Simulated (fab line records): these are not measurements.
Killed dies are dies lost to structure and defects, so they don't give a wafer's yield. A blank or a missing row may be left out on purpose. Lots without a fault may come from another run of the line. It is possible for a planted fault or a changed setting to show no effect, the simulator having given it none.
fab line records	flow n5Finfet
record: lots: 8	wafers: 24	lastDay: 18
route steps=1938 shown BEOL_M3@972 BEOL_M4@1111 PASSIVATION@1936
lots that met no fault: from a run of the same line without faults
startH: the number of hours between the record's first day and the start of the first shown wafer of the lot	waitH: how many hours have passed since the lot's step before this one	" unchanged from the row above	L1.1+2: one row covering several wafers at once	- no value, or no start was given	* or withheld: withheld	< > ~ a bound
route shown NAME@n: names a module that has steps shown in the file, with the first one's number in the route	usual: mean/standard deviation of fault-free wafers	same: alike in all rows	chamber/n: place in a boat	sites: each site's reading	_std_site: the standard deviation of these	_edge_site: inner sites' mean taken away from outer sites' mean	radiusMm: how far each site lies from the wafer's centre	mask NAME#n: copy n	behind: the tool/chamber that last shaped the wafer	hold: cause of the lot's hold/its duration in hours/its outcome	device: transistor that didn't switch, given as n, p or np	end of line: the tests these same wafers got at the end of their route	for a step that has no rows: nothing shown but its recipe	killed: count of dies lost to structure and defects at first sort (not the wafer's yield)	map: per-die view of a wafer (x killed, . not killed, _ where there is no die)
set.NAME: the setting that was run; set.NAME@STEP: the one run at that earlier step	model.NAME: the simulator's own value behind a step, which no gauge read
steps of the route over a sample of lots; a table a step, a row a wafer
services: from which hour (startH, from the record's first day; less than 0 if before it) a tool's chamber was out of use, for how many hours, and why
== steps ==
step: N5_BEOL_M3_ALD_98
recipe: material: SiO2	targetThkA: 25	tempC: 100	aldPrecursorFamily: BDEAS	aldCoReactant: O2-plasma	pulseTimeS: 1	coReactantPulseTimeS: 1	purgeTimeS: 2	coReactantPurgeTimeS: 2	aldCycles: 17	pressureTorr: 2
usual: heaterPowerW: 76/8.4	precursorPulseHeightRel: 0.998/0.022
lot.wafer	tool	chamber	startH	waitH	heaterPowerW	precursorPulseHeightRel
L116.3	aldSin-01	1	151.75	0.1	68	0.989
L116.4	"	0	"	"	87	1.005
L116.5	"	1	"	"	67	0.997
L119.2	aldSin-03	3	166.96	0.1	70	0.987
L119.4	"	1	"	"	65	0.995
L119.6	"	0	"	"	81	1.025
L120.1	aldSin-02	3	172.51	0.1	68	0.994
L120.2	"	1	"	"	78	0.974
L120.4	"	2	"	"	71	0.983
L122.2	aldSin-03	1	198.43	0.1	63	0.990
L122.4	"	2	"	"	85	0.956
L122.6	"	0	"	"	76	1.003
L129.2	aldSin-03	2	268.55	0.1	83	0.976
L129.5	"	2	"	"	81	1.011
L129.6	"	1	"	"	63	0.977
L132.1	aldSin-03	0	275.24	0.2	76	1.025
L132.2	"	2	"	"	84	1.006
L132.3	"	3	"	"	72	0.999
L137.2	aldSin-01	0	281.48	0.2	89	1.002
L137.4	"	1	"	"	69	1.020
L137.6	"	2	"	"	87	1.014
L138.1	aldSin-02	0	301.24	0.1	82	0.976
L138.5	"	0	"	"	81	1.013
L138.6	"	3	"	"	65	0.976
step: N5_BEOL_M3_VIA_ETCH_34
recipe: chemistry: C4F6/O2	targetDepthA: 694	maskMaterial: SOC	pressureMtorr: 15	ionEnergyEv: 250	taperDeg: 4	timeS: 65.9	sourceW: 350	biasW: 170	Ar_flow_sccm: 300	C4F6_flow_sccm: 10	O2_flow_sccm: 10
usual: drypumpMotorCurrentA: 5.9/0.67	oes_f_703_au: 0.77/0.057	oes_o_777_au: 0.77/0.06	oesProductAu: 0.77/0.057	rfFwdPowerW: 346.5/1.6	rfVppV: 660/15	showerheadPlenumPTorr: 2.80/0.069	throttleValvePct: 30.55/0.22
lot.wafer	tool	chamber	startH	waitH	drypumpMotorCurrentA	oes_f_703_au	oes_o_777_au	oesProductAu	rfFwdPowerW	rfHoursCounterH	rfVppV	showerheadPlenumPTorr	throttleValvePct
L116.3	rieDiel-01	3	154.92	0.0	6.5	0.88	0.88	0.87	345.3	35	650	2.79	30.79
L116.4	"	2	"	"	5.2	0.72	0.71	0.72	348.3	152	674	2.85	30.51
L116.5	"	0	"	"	5.6	0.81	0.82	0.81	349.3	-	665	2.88	30.88
L119.2	rieDiel-04	1	167.50	0.0	4.7	0.75	0.75	0.75	347.2	155	675	2.95	30.56
L119.4	"	2	"	"	6.5	0.88	0.89	0.90	348.0	-	683	2.79	30.37
L119.6	"	1	"	"	4.7	0.74	0.75	0.74	348.8	-	673	2.95	30.54
L120.1	rieDiel-01	3	175.59	0.0	6.4	0.87	0.87	0.87	347.3	39	651	2.79	30.82
L120.2	"	2	"	"	5.2	0.72	0.70	0.72	347.3	158	675	2.85	30.52
L120.4	"	1	"	"	4.9	0.69	0.69	0.70	346.2	195	674	2.71	30.65
L122.2	rieDiel-03	2	205.24	0.0	6.6	0.77	0.78	0.75	347.3	180	635	2.71	30.62
L122.4	"	1	"	"	5.3	0.84	0.83	0.83	348.2	50	653	2.89	30.17
L122.6	"	1	"	"	5.3	0.83	0.83	0.83	347.2	-	655	2.89	30.17
L129.2	rieDiel-01	0	273.89	0.0	5.6	0.79	0.79	0.79	346.5	147	664	2.86	30.91
L129.5	"	0	"	"	5.6	0.79	0.80	0.78	348.8	-	665	2.86	30.90
L129.6	"	1	"	"	4.9	0.67	0.66	0.68	344.4	-	674	2.70	30.67
L132.1	rieDiel-01	3	278.40	0.0	6.4	0.84	0.84	0.83	345.0	65	651	2.78	30.81
L132.2	"	0	"	"	5.6	0.79	0.79	0.79	349.8	148	664	2.86	30.90
L132.3	"	1	"	"	4.9	0.67	0.67	0.68	344.9	225	674	2.70	30.67
L137.2	rieDiel-04	1	283.66	0.0	4.7	0.72	0.72	0.72	348.7	188	676	2.93	30.57
L137.4	"	3	"	"	6.8	0.77	0.78	0.79	343.7	92	686	2.75	30.66
L137.6	"	3	"	"	6.8	0.77	0.78	0.80	344.5	-	685	2.75	30.67
L138.1	rieDiel-03	2	307.54	0.0	6.6	0.75	0.76	0.71	344.9	210	634	2.70	30.65
L138.5	"	0	"	"	6.4	0.75	0.75	0.75	349.0	-	660	2.82	30.34
L138.6	"	1	"	"	5.3	0.80	0.79	0.80	346.7	-	654	2.88	30.18
step: N5_BEOL_M3_TRENCH_ETCH_37
recipe: chemistry: C4F6/O2	targetDepthA: 555.55	target: SiOC	timeS: 29.2	ionEnergyEv: 250	pressureMtorr: 30	sourceW: 355	biasW: 185	Ar_flow_sccm: 300	C4F6_flow_sccm: 10	O2_flow_sccm: 10
usual: drypumpMotorCurrentA: 5.9/0.67	oes_f_703_au: 0.77/0.057	oes_o_777_au: 0.77/0.061	oesProductAu: 0.77/0.057	rfFwdPowerW: 349.1/2.2	rfVppV: 660/15	showerheadPlenumPTorr: 2.81/0.069	throttleValvePct: 20.74/0.21
lot.wafer	tool	chamber	startH	waitH	drypumpMotorCurrentA	oes_f_703_au	oes_o_777_au	oesProductAu	rfFwdPowerW	rfHoursCounterH	rfVppV	showerheadPlenumPTorr	throttleValvePct
L116.3	rieDiel-01	3	155.02	-	6.4	0.87	0.89	0.87	349.6	35	652	2.80	20.81
L116.4	"	2	"	"	5.2	0.72	0.70	0.72	350.0	152	675	2.86	20.58
L116.5	"	0	"	"	5.6	0.82	0.83	0.80	352.1	-	667	2.88	20.98
L119.2	rieDiel-04	1	167.60	-	4.7	0.74	0.74	0.75	351.2	155	676	2.95	20.67
L119.4	"	2	"	"	6.5	0.88	0.90	0.91	349.3	-	682	2.79	20.49
L119.6	"	1	"	"	4.7	0.75	0.75	0.74	350.6	-	674	2.95	20.67
L120.1	rieDiel-01	3	175.69	-	6.4	0.87	0.88	0.86	349.5	40	651	2.80	20.81
L120.2	"	2	"	"	5.2	0.71	0.70	0.72	349.0	158	674	2.86	20.61
L120.4	"	1	"	"	4.9	0.69	0.68	0.70	346.7	195	675	2.72	20.87
L122.2	rieDiel-03	2	205.34	-	6.7	0.77	0.78	0.75	349.6	180	635	2.72	20.91
L122.4	"	1	"	"	5.3	0.83	0.83	0.84	349.0	50	655	2.89	20.36
L122.6	"	1	"	"	5.3	0.84	0.82	0.83	349.1	-	653	2.89	20.37
L129.2	rieDiel-01	0	273.99	-	5.6	1.00	1.00	0.83	438.8	147	596	2.87	21.03
L129.5	"	0	"	"	5.6	1.01	1.00	0.82	437.6	-	595	2.87	21.04
L129.6	"	1	"	"	4.9	0.86	0.85	0.71	431.3	-	606	2.70	20.93
L132.1	rieDiel-01	3	278.50	-	6.4	1.07	1.06	0.87	434.9	65	584	2.79	20.84
L132.2	"	0	"	"	5.6	1.00	1.00	0.82	437.6	148	596	2.87	21.03
L132.3	"	1	"	"	4.9	0.86	0.84	0.72	432.5	225	606	2.70	20.94
L137.2	rieDiel-04	1	283.76	-	4.7	0.72	0.71	0.70	349.3	188	674	2.94	20.72
L137.4	"	3	"	"	6.8	0.77	0.77	0.81	344.7	92	686	2.76	20.77
L137.6	"	3	"	"	6.8	0.77	0.77	0.80	344.7	-	685	2.76	20.76
L138.1	rieDiel-03	2	307.64	-	6.6	0.75	0.76	0.73	349.7	210	635	2.71	20.96
L138.5	"	0	"	"	6.4	0.75	0.76	0.76	352.1	-	663	2.83	20.56
L138.6	"	1	"	"	5.4	0.80	0.79	0.80	348.3	-	653	2.88	20.41
step: N5_BEOL_M3_STRIP_97
recipe: chemistry: N2/H2	timeS: 10	powerW: 450	tempC: 40	pressureMtorr: 20	rfFrequencyHz: 6e+07	biasPowerW: 7	n2FlowSccm: 200	h2FlowSccm: 200
usual: drypumpMotorCurrentA: 5.9/0.67	oesProductAu: 0.77/0.059	rfVppV: 59.0/0.79	showerheadPlenumPTorr: 2.50/0.07	throttleValvePct: 23.51/0.28
lot.wafer	tool	chamber	startH	waitH	drypumpMotorCurrentA	oesProductAu	rfHoursCounterH	rfVppV	showerheadPlenumPTorr	throttleValvePct
L116.3	rieDiel-01	3	-	-	6.4	0.87	35	59.1	2.49	23.61
L116.4	"	2	"	"	5.2	0.72	152	58.6	2.54	23.37
L116.5	"	0	"	"	5.6	0.81	-	58.3	2.56	23.42
L119.2	rieDiel-04	1	-	-	4.7	0.74	155	59.6	2.66	23.68
L119.4	"	2	"	"	6.5	0.92	-	57.8	2.48	23.00
L119.6	"	1	"	"	4.7	0.75	-	59.1	2.66	23.66
L120.1	rieDiel-01	3	-	-	6.4	0.87	40	58.4	2.49	23.59
L120.2	"	2	"	"	5.2	0.72	158	59.8	2.54	23.38
L120.4	"	1	"	"	4.9	0.70	195	58.0	2.40	23.67
L122.2	rieDiel-03	2	-	-	6.6	0.76	180	59.0	2.41	23.69
L122.4	"	1	"	"	5.3	0.83	50	59.5	2.57	22.90
L122.6	"	1	"	"	5.3	0.84	-	58.8	2.57	22.91
L129.2	rieDiel-01	0	-	-	5.6	0.78	147	59.4	2.54	23.46
L129.5	"	0	"	"	5.6	0.78	-	58.9	2.54	23.48
L129.6	"	1	"	"	4.9	0.68	-	58.1	2.39	23.71
L132.1	rieDiel-01	3	-	-	6.4	0.83	65	59.2	2.48	23.64
L132.2	"	0	"	"	5.6	0.78	148	57.4	2.54	23.47
L132.3	"	1	"	"	4.9	0.69	225	59.1	2.39	23.72
L137.2	rieDiel-04	1	-	-	4.7	0.71	188	59.3	2.64	23.71
L137.4	"	3	"	"	6.7	0.81	92	58.4	2.46	23.69
L137.6	"	3	"	"	6.7	0.81	-	60.4	2.46	23.67
L138.1	rieDiel-03	2	-	-	6.6	0.73	210	59.5	2.40	23.73
L138.5	"	0	"	"	6.4	0.78	-	59.9	2.55	23.60
L138.6	"	1	"	"	5.3	0.80	-	58.7	2.56	22.93
step: N5_BEOL_M3_OCD_MEAS_38
usual: trenchDepthNm: 54.8/1
lot.wafer	tool	chamber	startH	waitH	trenchDepthNm
L116.3	ocd-02	-	155.18	-	54.6
L116.4	"	-	"	"	52.9
L116.5	"	-	"	"	55.7
L119.2	ocd-02	-	167.75	-	55.5
L119.4	"	-	"	"	55.1
L119.6	"	-	"	"	55.7
L120.1	ocd-02	-	175.85	-	53.5
L120.2	"	-	"	"	53.2
L120.4	"	-	"	"	53.1
L122.2	ocd-02	-	205.49	-	54.8
L122.4	"	-	"	"	55.5
L122.6	"	-	"	"	55.0
L129.2	ocd-02	-	274.15	-	61.9
L129.5	"	-	"	"	61.4
L129.6	"	-	"	"	58.7
L132.1	ocd-02	-	278.65	-	59.6
L132.2	"	-	"	"	60.8
L132.3	"	-	"	"	58.0
L137.2	ocd-02	-	283.91	-	55.2
L137.4	"	-	"	"	55.4
L137.6	"	-	"	"	54.8
L138.1	ocd-02	-	307.80	-	54.6
L138.5	"	-	"	"	52.8
L138.6	"	-	"	"	54.9
step: N5_BEOL_M4_RC_MEAS_101
usual: DIBL_N: 36.3/2	DIBL_P: 36.3/2.4	IOFF_N: 0.16/0.034	IOFF_P: 0.21/0.035	ION_N: 672/12	ION_P: 459/6.5	SS_N: 71.6/0.67	SS_P: 73.3/0.71	VT_N: 250/3.5	VT_P: -251/3
lot.wafer	tool	chamber	startH	waitH	DIBL_N[mV/V]	DIBL_P[mV/V]	IOFF_N[nA/um]	IOFF_P[nA/um]	ION_N[uA/um]	ION_P[uA/um]	SS_N[mV/dec]	SS_P[mV/dec]	VT_N[mV]	VT_P[mV]
L116.3	prober-01	0	171.06	0.3	35.5	35.7	0.15	0.20	662	458	71.6	73.3	250	-251
L116.4	"	0	"	"	35.7	35.9	0.15	0.21	661	459	71.4	72.8	254	-251
L116.5	"	0	"	"	34.9	34.7	0.13	0.19	655	450	71.9	72.6	251	-251
L119.2	prober-02	0	191.15	0.2	36.8	38.7	0.17	0.20	675	453	71.6	73.8	250	-254
L119.4	"	0	"	"	35.0	37.0	0.15	0.18	675	458	70.9	73.1	253	-255
L119.6	"	0	"	"	36.5	38.6	0.16	0.21	675	453	71.7	73.9	253	-252
L120.1	prober-02	0	197.18	0.0	35.9	34.6	0.14	0.17	657	444	71.6	73.7	255	-256
L120.2	"	0	"	"	39.3	38.7	0.22	0.23	689	463	73.1	74.5	247	-251
L120.4	"	0	"	"	35.9	34.3	0.15	0.16	672	452	72.0	73.3	251	-256
L122.2	prober-02	0	219.97	0.2	31.6	31.6	0.11	0.16	650	451	71.4	72.7	258	-253
L122.4	"	0	"	"	33.2	33.4	0.13	0.18	660	457	70.7	72.2	252	-251
L122.6	"	0	"	"	33.5	34.0	0.14	0.20	668	458	71.6	73.1	251	-248
L129.2	prober-01	0	288.35	0.2	40.2	39.4	0.22	0.27	683	469	72.0	74.3	245	-246
L129.5	"	0	"	"	37.9	37.2	0.17	0.22	667	463	71.9	74.1	249	-249
L129.6	"	0	"	"	37.9	36.3	0.16	0.21	667	457	71.3	74.1	251	-251
L132.1	prober-02	0	293.28	0.0	39.6	39.7	0.21	0.25	684	467	72.5	73.8	244	-249
L132.2	"	0	"	"	39.0	39.1	0.19	0.24	676	463	72.7	73.7	249	-249
L132.3	"	0	"	"	37.7	38.0	0.17	0.22	674	470	72.5	73.3	251	-251
L137.2	prober-02	0	313.77	0.2	36.8	36.2	0.16	0.20	676	458	71.6	74.0	251	-249
L137.4	"	0	"	"	33.8	32.4	0.12	0.15	666	460	70.9	72.0	255	-256
L137.6	"	0	"	"	34.3	33.0	0.13	0.16	672	459	70.7	72.4	253	-252
L138.1	prober-01	0	326.38	0.0	36.8	37.1	0.19	0.22	680	459	71.8	73.0	248	-249
L138.5	"	0	"	"	37.2	37.9	0.20	0.24	679	459	72.0	73.4	246	-248
L138.6	"	0	"	"	36.1	36.1	0.18	0.21	684	462	72.0	72.6	245	-251
step: N5_PASSIVATION_PROBE_49
usual: defectLimitedYield: 91.4/1.5	killed_at_M0_to_M3: 33/11	killed_at_M4_up: 14/5.3	killedAtContacts: 13/6.2	killedAtFrontEnd: 39/13	killedAtOther: 3.1/2.8	killedDies: 102/17	killedOpen: 68/13	killedShort: 32/7.8	sort_bin_5_function: 5.1/0.95	sort_bin_6_memory: 3.2/0.7	sortNPass: 1078/18	sortYieldPct: 91.3/1.5
same: grossDies: 1180	killedAtBackSide: 0	sort_bin_4_leakage[%]: 0	sort_bin_8_speed[%]: 0
lot.wafer	tool	chamber	startH	waitH	defectLimitedYield[%]	killed_at_M0_to_M3	killed_at_M4_up	killedAtContacts	killedAtFrontEnd	killedAtOther	killedDies	killedOpen	killedShort	sort_bin_5_function[%]	sort_bin_6_memory[%]	sortNPass	sortYieldPct[%]
L119.2	prober-01	-	300.93	0.1	91.9	28	13	14	38	3	96	61	34	4.1	3.6	1084	91.9
L119.4	prober-01	-	301.03	0.2	92.4	32	10	6	40	2	90	53	37	4.7	2.5	1090	92.4
L119.6	prober-01	-	301.13	0.3	90.7	35	7	15	46	7	110	76	34	5.6	3.5	1070	90.7
L138.1	prober-02	-	434.71	0.1	91.3	27	10	23	39	4	103	74	29	4.7	3.8	1077	91.3
L138.5	prober-02	-	434.91	0.3	92.9	16	26	9	33	0	84	60	23	4.0	2.7	1096	92.9
L138.6	prober-02	-	434.96	0.4	89.2	16	22	30	55	4	127	93	32	7.2	3.1	1053	89.2
killed by level:class
L119.2 DUMMY_GATE:geometricParticle:open=9 MOL_CONTACT_COAG:geometricParticle:open=9 BEOL_M0_SAQP:geometricParticle:short=9 BEOL_M0_SAQP:geometricParticle:open=8 FIN_SAQP:geometricParticle:open=5 FIN_SAQP:geometricParticle:short=5 STI_FIN_REVEAL:geometricParticle:open=5 MOL_CONTACT_COAG:geometricParticle:short=5
L119.4 BEOL_M2:geometricParticle:open=12 FIN_SAQP:geometricParticle:short=10 FIN_SAQP:geometricParticle:open=9 BEOL_M0_SAQP:geometricParticle:short=7 BEOL_M0_SAQP:geometricParticle:open=7 STI_FIN_REVEAL:geometricParticle:open=6 BEOL_M5:geometricParticle:open=4 STI_FIN_REVEAL:geometricParticle:short=3
L119.6 STI_FIN_REVEAL:geometricParticle:open=13 MOL_CONTACT_COAG:geometricParticle:open=12 BEOL_M0_SAQP:geometricParticle:open=9 BEOL_M0_SAQP:geometricParticle:short=8 STI_FIN_REVEAL:geometricParticle:short=7 BEOL_M2:geometricParticle:open=5 FIN_SAQP:geometricParticle:open=4 FIN_CUT:geometricParticle:open=4
L138.1 MOL_CONTACT_COAG:geometricParticle:open=19 BEOL_M1:geometricParticle:open=12 FIN_SAQP:geometricParticle:open=6 GATE_CUT:geometricParticle:short=6 STI_FIN_REVEAL:geometricParticle:open=5 ILD0:geometricParticle:open=5 GATE_CUT:geometricParticle:open=4 MOL_CONTACT_COAG:geometricParticle:short=4
L138.5 BEOL_M5:geometricParticle:open=11 STI_FIN_REVEAL:geometricParticle:open=9 FIN_SAQP:geometricParticle:open=6 MOL_CONTACT_COAG:geometricParticle:open=6 BEOL_M4:geometricParticle:open=5 BEOL_M2:geometricParticle:open=4 ILD0:geometricParticle:open=4 GATE_CUT:geometricParticle:open=4
L138.6 MOL_CONTACT_COAG:geometricParticle:open=22 STI_FIN_REVEAL:geometricParticle:open=19 FIN_SAQP:geometricParticle:open=9 MOL_CONTACT_COAG:geometricParticle:short=8 BEOL_M1:geometricParticle:open=8 BEOL_M5:geometricParticle:open=7 BEOL_M4:geometricParticle:open=6 STI_FIN_REVEAL:geometricParticle:short=5
== services ==
tool	chamber	startH	hours	kind
aldSin-01	2	130.05	33.2	repair
rieDiel-01	1	136.98	6.2	repair
aldSin-02	0	141.93	1.6	repair
rieDiel-04	3	157.82	7.7	repair
rieDiel-01	3	159.74	5.1	repair
rieDiel-04	0	164.51	10.8	repair
aldSin-03	-	177.52	14.0	pm
aldSin-03	0	177.52	14.0	ventCycle
aldSin-03	1	177.52	14.0	ventCycle
aldSin-02	-	183.50	0.2	repair
rieDiel-01	0	192.03	15.2	repair
aldSin-01	0	197.52	1.3	repair
rieDiel-01	3	199.51	13.7	repair
rieDiel-01	1	203.97	4.9	repair
aldSin-01	2	213.45	1.4	repair
rieDiel-01	3	233.71	4.6	repair
rieDiel-03	-	247.81	0.9	repair
aldSin-02	-	265.69	0.7	repair
aldSin-02	-	269.67	14.0	pm
aldSin-01	3	277.06	20.4	repair
aldSin-02	-	287.69	6.1	pm
rieDiel-03	1	292.57	11.4	repair
aldSin-01	-	300.13	2.4	repair
rieDiel-04	-	307.34	1.1	repair
== key ==
firstSign: step: N5_BEOL_M3_TRENCH_ETCH_37	reading: rfFwdPowerW	direction: up	sigmas: 40	usual: *	struck: *
effect: step: N5_BEOL_M3_TRENCH_ETCH_37	reading: rfVppV	direction: down	sigmas: 4.3	usual: 660	struck: 597
effect: step: N5_BEOL_M3_OCD_MEAS_38	reading: trenchDepthNm	direction: up	sigmas: 5.2	usual: 54.8	struck: 60.1
metAt N5_BEOL_M3_TRENCH_ETCH_37
struckLots L129,L132
notActingAt N5_BEOL_M3_ALD_98,N5_BEOL_M3_VIA_ETCH_34,N5_BEOL_M3_STRIP_97
onsetBetween 175.69 273.99
fault: kind: processParameterDrift	tool: rieDiel-01	chamber: -	onsetH: 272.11	steps: N5_BEOL_M3_TRENCH_ETCH_37	channel: sourceW	offset: 85.2	shape: step	endH: 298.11	actsIn: theseRecipesOnly	stated: 355
